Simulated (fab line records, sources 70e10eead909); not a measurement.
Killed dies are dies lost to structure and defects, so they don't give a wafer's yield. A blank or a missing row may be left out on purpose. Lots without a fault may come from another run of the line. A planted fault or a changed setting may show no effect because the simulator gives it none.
Chamber matching | flow nand_harc | NHARC_THIN_TSV_DEP_43 on pecvd-02: 3 sister chambers
The step deposits SiO2, target thk 1328.5 nm. 24 wafers are shown with their chamber, then 12 later ones without.

WAFERS WITH THEIR CHAMBER
wafer  | chamber | showerhead_vpp_V (V) | throttle_valve_pct (%)
L076.1 | 2       | 1792                 | 15.5
L076.2 | 1       | 1789                 | 16.0
L076.4 | 0       | 1686                 | 16.6
L077.3 | 2       | 1760                 | 15.5
L077.4 | 2       | 1785                 | 15.7
L077.5 | 1       | 1817                 | 15.9
L078.1 | 2       | 1775                 | 15.5
L078.3 | 1       | 1856                 | 16.2
L078.5 | 2       | 1771                 | 15.2
L082.1 | 1       | 1830                 | 15.7
L082.2 | 2       | 1774                 | 15.7
L082.4 | 2       | 1765                 | 15.6
L081.2 | 1       | 1804                 | 15.5
L081.3 | 2       | 1796                 | 15.7
L081.6 | 2       | 1780                 | 15.7
L085.3 | 1       | 1859                 | 15.8
L085.5 | 1       | 1832                 | 15.7
L085.6 | 0       | 1626                 | 16.1
L084.2 | 0       | 1652                 | 16.2
L084.4 | 1       | 1827                 | 15.5
L084.6 | 2       | 1798                 | 15.5
L083.1 | 0       | 1668                 | 16.3
L083.3 | 2       | 1782                 | 15.9
L083.4 | 2       | 1798                 | 15.6

SIGNATURES (means of the wafers above)
reading            | chamber 0 | chamber 1 | chamber 2 | scatter within a chamber
showerhead_vpp_V   | 1658.00   | 1826.75   | 1781.33   | 19.2
throttle_valve_pct | 16.300    | 15.787    | 15.592    | 0.204
Rule: a wafer's distance from a chamber is the root of the sum, over the readings, of the square of ((its reading less the chamber's mean) divided by the reading's scatter). The wafer belongs to the nearest chamber; if the next one is less than 2 further off, it can't be placed. The scatter: the root of (the sum of the squares of (reading less its chamber's mean) over the shown wafers, divided by (wafers less chambers)).

WAFERS WITHOUT THEIR CHAMBER
wafer  | showerhead_vpp_V (V) | throttle_valve_pct (%)
L087.2 | 1699                 | 16.3
L087.4 | 1809                 | 15.5
L087.5 | 1881                 | 15.8
L086.3 | 1775                 | 16.0
L086.5 | 1815                 | 15.8
L086.6 | 1786                 | 15.8
L094.1 | 1846                 | 15.7
L094.2 | 1800                 | 16.0
L094.6 | 1815                 | 15.8
L096.2 | 1820                 | 15.7
L096.3 | 1675                 | 15.9
L096.5 | 1861                 | 15.7

WHICH CHAMBER EACH WENT THROUGH
wafer  | from the rows above     | in truth
L087.2 | 0                       | 0
L087.4 | can't be placed: 2 or 1 | 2
L087.5 | 1                       | 1
L086.3 | can't be placed: 2 or 1 | 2
L086.5 | can't be placed: 1 or 2 | 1
L086.6 | can't be placed: 2 or 1 | 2
L094.1 | 1                       | 1
L094.2 | can't be placed: 1 or 2 | 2
L094.6 | can't be placed: 1 or 2 | 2
L096.2 | can't be placed: 1 or 2 | 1
L096.3 | 0                       | 0
L096.5 | 1                       | 1
Placed correctly: 5 of 12. Can't be placed from these rows: 7 (the true chamber is among the candidates in 7). Placed wrongly: 0.
